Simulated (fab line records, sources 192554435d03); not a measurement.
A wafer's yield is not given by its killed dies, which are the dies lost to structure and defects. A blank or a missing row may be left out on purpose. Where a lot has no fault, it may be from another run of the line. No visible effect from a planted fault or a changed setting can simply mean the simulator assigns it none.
fab line records | flow n5Finfet
record lots=7 | wafers=39
route steps=1938 shown ZERO_LAYER@11 FIN_SAQP@125 DUMMY_GATE@248 MOL_CONTACT_COAG@613 BEOL_M1@811 BEOL_M2@884
startH: hours from the record's opening day to when the first of the lot's shown wafers began | waitH: time in hours since the lot's previous step | " as in the row above | L1.1+2: several wafers, shown together as one row | - no value present, or no start provided | * or withheld: withheld | < > ~ a bound
route shown NAME@n: names a module that has steps shown in the file, with the first one's number in the route | usual: mean/standard deviation of fault-free wafers | same: alike in all rows | chamber/n: place in a boat | sites: the reading at each site | _std_site: standard deviation across them | _edge_site: the outer-site mean with the inner-site mean subtracted | radiusMm: for every site, how far away it sits from the centre of the wafer | mask NAME#n: copy n | behind: the tool/chamber that last shaped the wafer | hold: the reason the lot was held/the length of the hold in hours/how it ended | device: the transistor (n, p or np) that didn't switch | end of line: at the end of the route, the tests of the same wafers | a step with no rows: only its recipe | killed: dies lost to structure and defects at the first sort, not the wafer's yield | map: a wafer's dies, marking killed ones x, the rest . and places with no die _
set.NAME: the run value of the setting; set.NAME@STEP: its run value at that earlier step | model.NAME: the simulator's own value behind a step, which no gauge read
lots whose settings were changed on purpose; a table a step, a row a wafer
## steps
# step N5_ZERO_LAYER_DEVELOP_10
# recipe developTimeS=60 | rinseLiquid=diw | dry=airSpin | devTempC=21
lot.wafer        | tool          | chamber | startH | waitH | set.developTimeS
L079.1+5+6       | lithoTrack-03 | 0       | -      | -     | 95.99
L079.2+3+4       | "             | 0       | "      | "     | 60
L082.1+2+3+4+5+6 | lithoTrack-04 | 0       | -      | -     | 60
L085.1+2+3       | lithoTrack-04 | 0       | -      | -     | 60
L085.4+5+6       | "             | 0       | "      | "     | 73.75
L091.1+2+3+4+5+6 | lithoTrack-01 | 0       | -      | -     | 60
L093.2+4+6       | lithoTrack-04 | 0       | -      | -     | 60
L094.1+4+5       | lithoTrack-04 | 0       | -      | -     | 39.6
L094.2+3+6       | "             | 0       | "      | "     | 60
L095.1+4+5       | lithoTrack-01 | 0       | -      | -     | 60
L095.2+3+6       | "             | 0       | "      | "     | 75.25
# step N5_ZERO_LAYER_HARDBAKE_23
# recipe tempC=130 | timeS=120
# step N5_ZERO_LAYER_CD_MEAS_11
# recipe targetCdNm=2000 | landingEnergyEv=500 | detector=seInlens
# usual cdNm=1999.9/2
lot.wafer | tool     | chamber | startH | waitH | set.developTimeS@ZERO_LAYER_DEVELOP_10 | cdNm
L079.1    | cdSem-03 | 0       | 42.77  | -     | 95.99                                  | 2008.8
L079.2    | "        | 0       | "      | "     | 60                                     | 2000.9
L079.3    | "        | 0       | "      | "     | 60                                     | 1998.1
L079.4    | "        | 0       | "      | "     | 60                                     | 1998.6
L079.5    | "        | 0       | "      | "     | 95.99                                  | 2010.5
L079.6    | "        | 0       | "      | "     | 95.99                                  | 2009.2
L082.1    | cdSem-01 | 0       | 60.95  | -     | 60                                     | 1999.1
L082.2    | "        | 0       | "      | "     | 60                                     | 2001.9
L082.3    | "        | 0       | "      | "     | 60                                     | 2002.1
L082.4    | "        | 0       | "      | "     | 60                                     | 2000.6
L082.5    | "        | 0       | "      | "     | 60                                     | 2001.5
L082.6    | "        | 0       | "      | "     | 60                                     | 2001.2
L085.1    | cdSem-01 | 0       | 78.66  | -     | 60                                     | 2001.1
L085.2    | "        | 0       | "      | "     | 60                                     | 1998.9
L085.3    | "        | 0       | "      | "     | 60                                     | 2000.2
L085.4    | "        | 0       | "      | "     | 73.75                                  | 2005.8
L085.5    | "        | 0       | "      | "     | 73.75                                  | 2003.2
L085.6    | "        | 0       | "      | "     | 73.75                                  | 2005.9
L091.1    | cdSem-03 | 0       | 114.95 | -     | 60                                     | 2003.4
L091.2    | "        | 0       | "      | "     | 60                                     | 2001.4
L091.3    | "        | 0       | "      | "     | 60                                     | 1999.9
L091.4    | "        | 0       | "      | "     | 60                                     | 1998.7
L091.5    | "        | 0       | "      | "     | 60                                     | 1998.4
L091.6    | "        | 0       | "      | "     | 60                                     | 1999.6
L093.2    | cdSem-02 | 0       | 126.64 | -     | 60                                     | 2001.2
L093.4    | "        | 0       | "      | "     | 60                                     | 1999.0
L093.6    | "        | 0       | "      | "     | 60                                     | 2001.4
L094.1    | cdSem-01 | 0       | 132.64 | -     | 39.6                                   | 1991.9
L094.2    | "        | 0       | "      | "     | 60                                     | 2000.0
L094.3    | "        | 0       | "      | "     | 60                                     | 2001.2
L094.4    | "        | 0       | "      | "     | 39.6                                   | 1995.7
L094.5    | "        | 0       | "      | "     | 39.6                                   | 1990.7
L094.6    | "        | 0       | "      | "     | 60                                     | 2003.5
L095.1    | cdSem-01 | 0       | 138.77 | -     | 60                                     | 1998.8
L095.2    | "        | 0       | "      | "     | 75.25                                  | 2002.8
L095.3    | "        | 0       | "      | "     | 75.25                                  | 2002.2
L095.4    | "        | 0       | "      | "     | 60                                     | 2001.1
L095.5    | "        | 0       | "      | "     | 60                                     | 2001.5
L095.6    | "        | 0       | "      | "     | 75.25                                  | 2004.5
# step N5_FIN_SAQP_SPACER1_ALD_24
# recipe material=SiO2 | targetThkA=203 | tempC=300 | aldPrecursorFamily=BDEAS | aldCoReactant=O2-plasma | pulseTimeS=1 | purgeTimeS=2 | coReactantPurgeTimeS=2 | aldCycles=218 | pressureTorr=2
lot.wafer    | tool      | chamber | startH | waitH | set.aldCycles | model.SiO2_of_FIN_SAQP_SPACER1_ALD_24.thkNm
L079.1+5     | aldSin-04 | 2       | 53.09  | 0.3   | 218           | 20.4
L079.2+4+6   | "         | 3,0,3   | "      | "     | 346           | 32.2
L079.3       | "         | 1       | "      | "     | 218           | 20
L082.1       | aldSin-03 | 1       | 74.14  | 1.8   | 218           | 20.4
L082.2+6     | "         | 0,1     | "      | "     | 218           | 20.2
L082.3+4+5   | "         | 2,3,2   | "      | "     | 94            | 8.8
L085.1+4+6   | aldSin-03 | 3,1,2   | 89.99  | 0.5   | 218           | 20.4
L085.2+3+5   | "         | 2,0,3   | "      | "     | 334           | 31.2
L091.1+2+3   | aldSin-04 | 1,3,2   | 126.00 | 0.4   | 218           | 20.4
L091.4+6     | "         | 0,3     | "      | "     | 278           | 26
L091.5       | "         | 2       | "      | "     | 278           | 25.8
L093.2+4+6   | aldSin-01 | 2,3,2   | 137.09 | 0.4   | 218           | 20.2
L094.1+2+4+5 | aldSin-03 | 2,3,0,1 | 142.56 | 0.3   | 218           | 20.4
L094.3+6     | "         | 1,0     | "      | "     | 218           | 20.2
L095.1+2+3+4 | aldSin-04 | 1,2,0,3 | 149.54 | 0.5   | 218           | 20.2
L095.5+6     | "         | 1,0     | "      | "     | 218           | 20.4
# step N5_FIN_SAQP_SPACER1_ETCHBACK_25
# recipe chemistry=CHF3/O2 | mode=anisotropicEtchback | target=SiO2 | targetDepthA=244 | timeS=12.2 | pressureMtorr=30 | sourceW=650 | biasW=170 | Ar_flow_sccm=200 | CHF3_flow_sccm=50 | O2_flow_sccm=5 | ionEnergyEv=200
# step N5_FIN_SAQP_MANDREL1_REMOVE_56
# recipe chemistry=HBr/Cl2/O2 | btTimeS=10 | target=a-Si | stopOn=SiNx | endpoint=OES-SiCl | overEtchFrac=1 | icpW=600 | biasW=22 | HBr_flow_sccm=150 | Cl2_flow_sccm=80 | O2_flow_sccm=5 | pressureMtorr=10
lot.wafer    | tool     | chamber | startH | waitH | set.aldCycles@FIN_SAQP_SPACER1_ALD_24 | model.FIN_SAQP.cdNm
L079.1+5     | rieSi-03 | 1,0     | 53.89  | 0.1   | 218                                   | 20.4
L079.2+4+6   | "        | 2,0,1   | "      | "     | 346                                   | 32.2
L079.3       | "        | 3       | "      | "     | 218                                   | 20
L082.1       | rieSi-03 | 0       | 74.95  | 0.1   | 218                                   | 20.6
L082.2       | "        | 3       | "      | "     | 218                                   | 20.2
L082.3+4+5   | "        | 2,1,1   | "      | "     | 94                                    | 8.8
L082.6       | "        | 0       | "      | "     | 218                                   | 20.4
L085.1+4+6   | rieSi-01 | 1,2,3   | 90.82  | 0.1   | 218                                   | 20.4
L085.2+5     | "        | 0       | "      | "     | 334                                   | 31.2
L085.3       | "        | 3       | "      | "     | 334                                   | 31
L091.1+2+3   | rieSi-01 | 0,3,2   | 126.80 | 0.1   | 218                                   | 20.4
L091.4+5     | "        | 1,2     | "      | "     | 278                                   | 26
L091.6       | "        | 1       | "      | "     | 278                                   | 25.8
L093.2+4     | rieSi-01 | 0,3     | 137.90 | 0.1   | 218                                   | 20.2
L093.6       | "        | 2       | "      | "     | 218                                   | 20.4
L094.1+2+4+6 | rieSi-03 | 2,1,0,0 | 143.37 | 0.1   | 218                                   | 20.4
L094.3+5     | "        | 3,1     | "      | "     | 218                                   | 20.2
L095.1+2     | rieSi-06 | 0,2     | 150.34 | 0.1   | 218                                   | 20.2
L095.3+4+6   | "        | 1,3,0   | "      | "     | 218                                   | 20.4
L095.5       | "        | 1       | "      | "     | 218                                   | 20.6
# step N5_FIN_SAQP_CD_MEAS_27
# recipe targetCdNm=20 | landingEnergyEv=1000 | detector=seInlens | polarity=line
# usual cdNm=20.36/0.23
lot.wafer | tool     | chamber | startH | waitH | set.aldCycles@FIN_SAQP_SPACER1_ALD_24 | cdNm
L079.1    | cdSem-03 | 0       | 54.00  | 0.1   | 218                                   | 20.58
L079.2    | "        | 0       | "      | "     | 346                                   | 31.74
L079.3    | "        | 0       | "      | "     | 218                                   | 19.98
L079.4    | "        | 0       | "      | "     | 346                                   | 32.03
L079.5    | "        | 0       | "      | "     | 218                                   | 20.35
L079.6    | "        | 0       | "      | "     | 346                                   | 32.25
L082.1    | cdSem-02 | 0       | 75.06  | 0.1   | 218                                   | 20.47
L082.2    | "        | 0       | "      | "     | 218                                   | 20.29
L082.3    | "        | 0       | "      | "     | 94                                    | 8.91
L082.4    | "        | 0       | "      | "     | 94                                    | 8.92
L082.5    | "        | 0       | "      | "     | 94                                    | 8.76
L082.6    | "        | 0       | "      | "     | 218                                   | 20.44
L085.1    | cdSem-01 | 0       | 90.93  | 0.1   | 218                                   | 20.26
L085.2    | "        | 0       | "      | "     | 334                                   | 31.63
L085.3    | "        | 0       | "      | "     | 334                                   | 30.77
L085.4    | "        | 0       | "      | "     | 218                                   | 20.61
L085.5    | "        | 0       | "      | "     | 334                                   | 31.35
L085.6    | "        | 0       | "      | "     | 218                                   | 20.44
L091.1    | cdSem-02 | 0       | 126.91 | 0.1   | 218                                   | 20.45
L091.2    | "        | 0       | "      | "     | 218                                   | 20.21
L091.3    | "        | 0       | "      | "     | 218                                   | 20.40
L091.4    | "        | 0       | "      | "     | 278                                   | 26.10
L091.5    | "        | 0       | "      | "     | 278                                   | 26.08
L091.6    | "        | 0       | "      | "     | 278                                   | 25.72
L093.2    | cdSem-02 | 0       | 138.01 | 0.1   | 218                                   | 20.16
L093.4    | "        | 0       | "      | "     | 218                                   | 20.05
L093.6    | "        | 0       | "      | "     | 218                                   | 20.41
L094.1    | cdSem-02 | 0       | 143.48 | 0.1   | 218                                   | 20.33
L094.2    | "        | 0       | "      | "     | 218                                   | 20.65
L094.3    | "        | 0       | "      | "     | 218                                   | 20.25
L094.4    | "        | 0       | "      | "     | 218                                   | 20.34
L094.5    | "        | 0       | "      | "     | 218                                   | 20.30
L094.6    | "        | 0       | "      | "     | 218                                   | 20.58
L095.1    | cdSem-03 | 0       | 150.45 | 0.1   | 218                                   | 20.32
L095.2    | "        | 0       | "      | "     | 218                                   | 20.26
L095.3    | "        | 0       | "      | "     | 218                                   | 20.60
L095.4    | "        | 0       | "      | "     | 218                                   | 20.43
L095.5    | "        | 0       | "      | "     | 218                                   | 20.21
L095.6    | "        | 0       | "      | "     | 218                                   | 20.40
# step N5_DUMMY_GATE_ETCH_44
# recipe chemistry=HBr/O2 | overEtchFrac=0.7 | targetDepthA=1275 | stopOn=SiO2 | ionEnergyEv=60 | biasW=20 | target=poly-Si | maskMaterial=SiO2 | pressureMtorr=20 | icpW=400 | HBr_flow_sccm=120 | O2_flow_sccm=10
# usual oesProductAu=0.721/0.011
lot.wafer | tool     | chamber | startH | waitH | set.targetDepthA | oesProductAu
L079.1    | rieSi-02 | 1       | 76.86  | 0.0   | 918.3            | 0.864
L079.2    | "        | 0       | "      | "     | 918.3            | 0.853
L079.3    | "        | 3       | "      | "     | 1275             | 0.716
L079.4    | "        | 2       | "      | "     | 1275             | 0.718
L079.5    | "        | 2       | "      | "     | 1275             | 0.725
L079.6    | "        | 3       | "      | "     | 918.3            | 0.855
L082.1    | rieSi-05 | 1       | 98.95  | 0.0   | 1275             | 0.697
L082.2    | "        | 2       | "      | "     | 1275             | 0.721
L082.3    | "        | 0       | "      | "     | 1275             | 0.714
L082.4    | "        | 2       | "      | "     | 1275             | 0.721
L082.5    | "        | 0       | "      | "     | 1275             | 0.706
L082.6    | "        | 1       | "      | "     | 1275             | 0.705
L085.1    | rieSi-02 | 1       | 116.49 | 0.0   | 1275             | 0.728
L085.2    | "        | 0       | "      | "     | 1275             | 0.735
L085.3    | "        | 3       | "      | "     | 856.9            | 0.891
L085.4    | "        | 2       | "      | "     | 856.9            | 0.886
L085.5    | "        | 2       | "      | "     | 856.9            | 0.880
L085.6    | "        | 1       | "      | "     | 1275             | 0.720
L091.1    | rieSi-02 | 0       | 149.14 | 0.0   | 1275             | 0.740
L091.2    | "        | 3       | "      | "     | 1275             | 0.736
L091.3    | "        | 1       | "      | "     | 1800             | 0.622
L091.4    | "        | 2       | "      | "     | 1800             | 0.622
L091.5    | "        | 1       | "      | "     | 1275             | 0.737
L091.6    | "        | 2       | "      | "     | 1800             | 0.629
L093.2    | rieSi-04 | 2       | 162.82 | 0.0   | 1275             | 0.710
L093.4    | "        | 3       | "      | "     | 1275             | 0.712
L093.6    | "        | 1       | "      | "     | 1275             | 0.750
L094.1    | rieSi-05 | 2       | 169.90 | 0.0   | 976.9            | 0.819
L094.2    | "        | 1       | "      | "     | 1275             | 0.698
L094.3    | "        | 0       | "      | "     | 1275             | 0.706
L094.4    | "        | 3       | "      | "     | 1275             | 0.726
L094.5    | "        | 1       | "      | "     | 976.9            | 0.825
L094.6    | "        | 0       | "      | "     | 976.9            | 0.807
L095.1    | rieSi-04 | 3       | 172.82 | 0.0   | 1964             | 0.589
L095.2    | "        | 2       | "      | "     | 1275             | 0.720
L095.3    | "        | 0       | "      | "     | 1275             | 0.724
L095.4    | "        | 1       | "      | "     | 1964             | 0.618
L095.5    | "        | 0       | "      | "     | 1275             | 0.717
L095.6    | "        | 3       | "      | "     | 1964             | 0.597
# step N5_MOL_CONTACT_COAG_ETCHBACK_136
# recipe chemistry=CHF3 | target=SiO2 | targetDepthA=250 | timeS=16.7 | ionEnergyEv=200 | pressureMtorr=30 | sourceW=610 | biasW=170 | Ar_flow_sccm=200 | CHF3_flow_sccm=50
lot.wafer      | tool       | chamber   | startH | waitH | set.targetDepthA | model.SOC_of_MOL_CONTACT_COAG_COAT_62.thkNm
L079.1         | rieDiel-06 | 2         | 133.13 | 0.0   | 250              | 57.6
L079.2+3+4+5+6 | "          | 3,0,2,0,3 | "      | "     | 250              | 57.4
L082.1         | rieDiel-01 | 0         | 151.96 | 0.0   | 250              | 57
L082.2         | "          | 2         | "      | "     | 293.7            | 56.8
L082.3         | "          | 3         | "      | "     | 250              | 57.2
L082.4+5       | "          | 1,3       | "      | "     | 293.7            | 56.6
L082.6         | "          | 2         | "      | "     | 250              | 57.4
L085.1+3+5     | rieDiel-03 | 3,0,2     | 171.97 | 0.0   | 250              | 57.4
L085.2+4+6     | "          | 2,1,3     | "      | "     | 250              | 57.2
L091.1+4       | rieDiel-03 | 3         | 210.12 | 0.0   | 250              | 57.2
L091.2+3+5+6   | "          | 2,0,0,2   | "      | "     | 250              | 57
L093.2         | rieDiel-06 | 3         | 217.35 | 0.0   | 250              | 57.2
L093.4+6       | "          | 2,0       | "      | "     | 250              | 57.4
L094.1+3+6     | rieDiel-01 | 2,0,2     | 222.55 | 0.0   | 354.6            | 56
L094.2+5       | "          | 1,3       | "      | "     | 250              | 56.8
L094.4         | "          | 3         | "      | "     | 250              | 57
L095.1+3+6     | rieDiel-01 | 1,2,1     | 226.48 | 0.0   | 323.3            | 56.4
L095.2+4+5     | "          | 3,0,0     | "      | "     | 250              | 57.2
# step N5_MOL_CONTACT_COAG_STRIP_120
# recipe chemistry=CHF3 | resist=SiARC | rfFrequencyHz=6e+07
# step N5_MOL_CONTACT_COAG_VIA_ETCH_117
# recipe chemistry=C4F6/O2 | targetDepthA=400 | overetchA=80 | maskMaterial=SOC | target=SiO2 | biasW=455 | pressureMtorr=10 | timeS=26 | sourceW=325 | Ar_flow_sccm=300 | C4F6_flow_sccm=10 | O2_flow_sccm=10 | ionEnergyEv=575.3 | ends=endPoint
lot.wafer | tool       | chamber | startH | waitH | set.targetDepthA@MOL_CONTACT_COAG_ETCHBACK_136 | model.etch.depthNm | model.MOL_CONTACT_COAG.featureDepthNm
L079.1+3  | rieDiel-06 | 2,0     | 133.16 | 0.0   | 250                                            | 40.41              | 40.4
L079.2    | "          | 3       | "      | "     | 250                                            | 39.67              | 39.6
L079.4    | "          | 2       | "      | "     | 250                                            | 40.2               | 40.2
L079.5    | "          | 0       | "      | "     | 250                                            | 40.4               | 40.4
L079.6    | "          | 3       | "      | "     | 250                                            | 39.68              | 39.6
L082.1    | rieDiel-01 | 0       | 151.99 | 0.0   | 250                                            | 40.03              | 40
L082.2    | "          | 2       | "      | "     | 293.7                                          | 36.28              | 36.2
L082.3    | "          | 3       | "      | "     | 250                                            | 39.78              | 39.8
L082.4    | "          | 1       | "      | "     | 293.7                                          | 35.56              | 35.6
L082.5    | "          | 3       | "      | "     | 293.7                                          | 35.37              | 35.4
L082.6    | "          | 2       | "      | "     | 250                                            | 40.71              | 40.8
L085.1    | rieDiel-03 | 3       | 172.00 | 0.0   | 250                                            | 40.78              | 40.8
L085.2    | "          | 2       | "      | "     | 250                                            | 39.78              | 39.8
L085.3    | "          | 0       | "      | "     | 250                                            | 40.32              | 40.4
L085.4    | "          | 1       | "      | "     | 250                                            | 40.39              | 40.4
L085.5    | "          | 2       | "      | "     | 250                                            | 39.91              | 40
L085.6    | "          | 3       | "      | "     | 250                                            | 40.95              | 41
L091.1    | rieDiel-03 | 3       | 210.15 | 0.0   | 250                                            | 40.98              | 41
L091.2    | "          | 2       | "      | "     | 250                                            | 40                 | 40
L091.3    | "          | 0       | "      | "     | 250                                            | 40.11              | 40.2
L091.4    | "          | 3       | "      | "     | 250                                            | 40.91              | 41
L091.5    | "          | 0       | "      | "     | 250                                            | 40.13              | 40.2
L091.6    | "          | 2       | "      | "     | 250                                            | 40.12              | 40.2
L093.2    | rieDiel-06 | 3       | 217.38 | 0.0   | 250                                            | 39.81              | 39.8
L093.4    | "          | 2       | "      | "     | 250                                            | 39.76              | 39.8
L093.6    | "          | 0       | "      | "     | 250                                            | 40.47              | 40.4
L094.1    | rieDiel-01 | 2       | 222.58 | 0.0   | 354.6                                          | 30.4               | 30.4
L094.2    | "          | 1       | "      | "     | 250                                            | 39.9               | 39.8
L094.3    | "          | 0       | "      | "     | 354.6                                          | 29.88              | 29.8
L094.4    | "          | 3       | "      | "     | 250                                            | 39.83              | 39.8
L094.5    | "          | 3       | "      | "     | 250                                            | 39.72              | 39.8
L094.6    | "          | 2       | "      | "     | 354.6                                          | 30.83              | 30.8
L095.1    | rieDiel-01 | 1       | 226.52 | 0.0   | 323.3                                          | 32.53              | 32.6
L095.2    | "          | 3       | "      | "     | 250                                            | 39.72              | 39.8
L095.3    | "          | 2       | "      | "     | 323.3                                          | 33.81              | 33.8
L095.4    | "          | 0       | "      | "     | 250                                            | 40.48              | 40.4
L095.5    | "          | 0       | "      | "     | 250                                            | 40.23              | 40.2
L095.6    | "          | 1       | "      | "     | 323.3                                          | 32.51              | 32.6
# step N5_BEOL_M1_ALD_84
# recipe material=TaN | targetThkA=* | tempC=275 | aldPrecursorFamily=PDMAT | aldCoReactant=NH3 | pressureTorr=3 | carrierFlowSccm=1500 | pulseTimeS=2 | purgeTimeS=3 | coReactantPurgeTimeS=2 | coReactantPulseTimeS=3 | aldCycles=30 | precursorVesselTempC=75 | precursorVesselPressureTorr=26.25 | precursorVesselCarrierSccm=1000
lot.wafer        | tool        | chamber     | startH | waitH | set.aldCycles | model.TaN_of_BEOL_M1_ALD_84.thkNm
L079.1+3+4       | aldMetal-01 | 0,1,2       | 162.18 | 0.0   | 30            | *
L079.2+5+6       | "           | 3,0,3       | "      | "     | 30            | *
L082.1+2         | aldMetal-02 | 1,3         | 194.03 | 0.0   | 30            | *
L082.3+5+6       | "           | 2,2,1       | "      | "     | 12            | *
L082.4           | "           | 0           | "      | "     | 30            | *
L085.1+2+3+4+5+6 | aldMetal-03 | 0,3,1,2,1,2 | 204.94 | 0.1   | 30            | *
L091.1+2+3+5+6   | aldMetal-03 | 1,0,3,1,2   | 243.23 | 0.0   | 30            | *
L091.4           | "           | 2           | "      | "     | 30            | *
L093.2+4+6       | aldMetal-02 | 1,3,3       | 243.46 | 0.1   | 30            | *
L095.1+6         | aldMetal-02 | 1           | 246.54 | 0.0   | 30            | *
L095.2+3+4       | "           | 0,3,2       | "      | "     | 15            | *
L095.5           | "           | 0           | "      | "     | 30            | *
L094.1+3         | aldMetal-02 | 3,2         | 248.09 | 0.0   | 30            | *
L094.2+6         | "           | 1           | "      | "     | 22            | *
L094.4           | "           | 0           | "      | "     | 22            | *
L094.5           | "           | 2           | "      | "     | 30            | *
# step N5_BEOL_M2_ETCH_70
# recipe chemistry=N2/H2 | target=SOC | targetDepthA=800 | overetchA=240 | maskMaterial=SiARC | tempC=40 | timeS=130 | ionEnergyEv=200 | pressureMtorr=30 | sourceW=840 | biasW=150 | n2FlowSccm=200 | h2FlowSccm=200
lot.wafer  | tool       | chamber | startH | waitH | set.timeS | model.SiARC_of_BEOL_M2_COAT_68.thkNm
L079.1     | rieDiel-01 | 0       | 179.34 | 0.0   | 177.6     | 3.8
L079.2+5   | "          | 1       | "      | "     | 130       | 5.8
L079.3     | "          | 3       | "      | "     | 130       | 6
L079.4+6   | "          | 2       | "      | "     | 177.6     | 4
L082.1+3+5 | rieDiel-01 | 3,1,1   | 210.34 | 0.0   | 130       | 5.8
L082.2+6   | "          | 0       | "      | "     | 130       | 6
L082.4     | "          | 2       | "      | "     | 130       | 6.2
L085.1     | rieDiel-01 | 2       | 216.01 | 0.0   | 130       | 6.2
L085.2+5   | "          | 0,3     | "      | "     | 130       | 5.8
L085.3+4   | "          | 3,1     | "      | "     | 179.6     | 3.4
L085.6     | "          | 2       | "      | "     | 179.6     | 4
L091.1+5   | rieDiel-03 | 2,0     | 262.16 | 0.0   | 130       | 5.8
L091.2     | "          | 0       | "      | "     | 153.7     | 4.8
L091.3     | "          | 1       | "      | "     | 153.7     | 4.4
L091.4     | "          | 3       | "      | "     | 153.7     | 5
L091.6     | "          | 1       | "      | "     | 130       | 5.6
L093.2+6   | rieDiel-01 | 1       | 262.38 | 0.0   | 130       | 5.8
L093.4     | "          | 2       | "      | "     | 130       | 6
L095.1     | rieDiel-03 | 2       | 268.02 | 0.0   | 205.2     | 2.2
L095.2     | "          | 1       | "      | "     | 205.2     | 2
L095.3+5   | "          | 0       | "      | "     | 130       | 6
L095.4     | "          | 3       | "      | "     | 205.2     | 2.6
L095.6     | "          | 1       | "      | "     | 130       | 5.6
L094.1     | rieDiel-01 | 1       | 271.90 | 0.0   | 130       | 5.8
L094.2     | "          | 0       | "      | "     | 201.9     | 2.8
L094.3+5   | "          | 3       | "      | "     | 201.9     | 2.6
L094.4+6   | "          | 2,0     | "      | "     | 130       | 6.2
## key
split step=N5_ZERO_LAYER_DEVELOP_10 | setting=developTimeS | stated=60 | by=wafer
response step=N5_ZERO_LAYER_CD_MEAS_11 | reading=cdNm | change=+0.185 | per=1% | r=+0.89
split step=N5_FIN_SAQP_SPACER1_ALD_24 | setting=aldCycles | stated=218 | by=wafer
response step=N5_FIN_SAQP_SPACER1_ALD_24 | reading=model.SiO2_of_FIN_SAQP_SPACER1_ALD_24.thkNm | change=+0.202 | per=1% | r=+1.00
response step=N5_FIN_SAQP_MANDREL1_REMOVE_56 | reading=model.FIN_SAQP.cdNm | change=+0.203 | per=1% | r=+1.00
response step=N5_FIN_SAQP_CD_MEAS_27 | reading=cdNm | change=+0.202 | per=1% | r=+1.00
split step=N5_DUMMY_GATE_ETCH_44 | setting=targetDepthA | stated=1275 | by=wafer
response step=N5_DUMMY_GATE_ETCH_44 | reading=oesProductAu | change=-0.00322 | per=1% | r=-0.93
split step=N5_MOL_CONTACT_COAG_ETCHBACK_136 | setting=targetDepthA | stated=250 | by=wafer
response step=N5_MOL_CONTACT_COAG_ETCHBACK_136 | reading=model.SOC_of_MOL_CONTACT_COAG_COAT_62.thkNm | change=-0.0237 | per=1% | r=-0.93
response step=N5_MOL_CONTACT_COAG_VIA_ETCH_117 | reading=model.etch.depthNm | change=-0.234 | per=1% | r=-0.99
response step=N5_MOL_CONTACT_COAG_VIA_ETCH_117 | reading=model.MOL_CONTACT_COAG.featureDepthNm | change=-0.234 | per=1% | r=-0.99
split step=N5_BEOL_M1_ALD_84 | setting=aldCycles | stated=30 | by=wafer
response step=N5_BEOL_M1_ALD_84 | reading=model.TaN_of_BEOL_M1_ALD_84.thkNm | change=* | per=1% | r=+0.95
split step=N5_BEOL_M2_ETCH_70 | setting=timeS | stated=130 | by=wafer
response step=N5_BEOL_M2_ETCH_70 | reading=model.SiARC_of_BEOL_M2_COAT_68.thkNm | change=-0.0602 | per=1% | r=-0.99
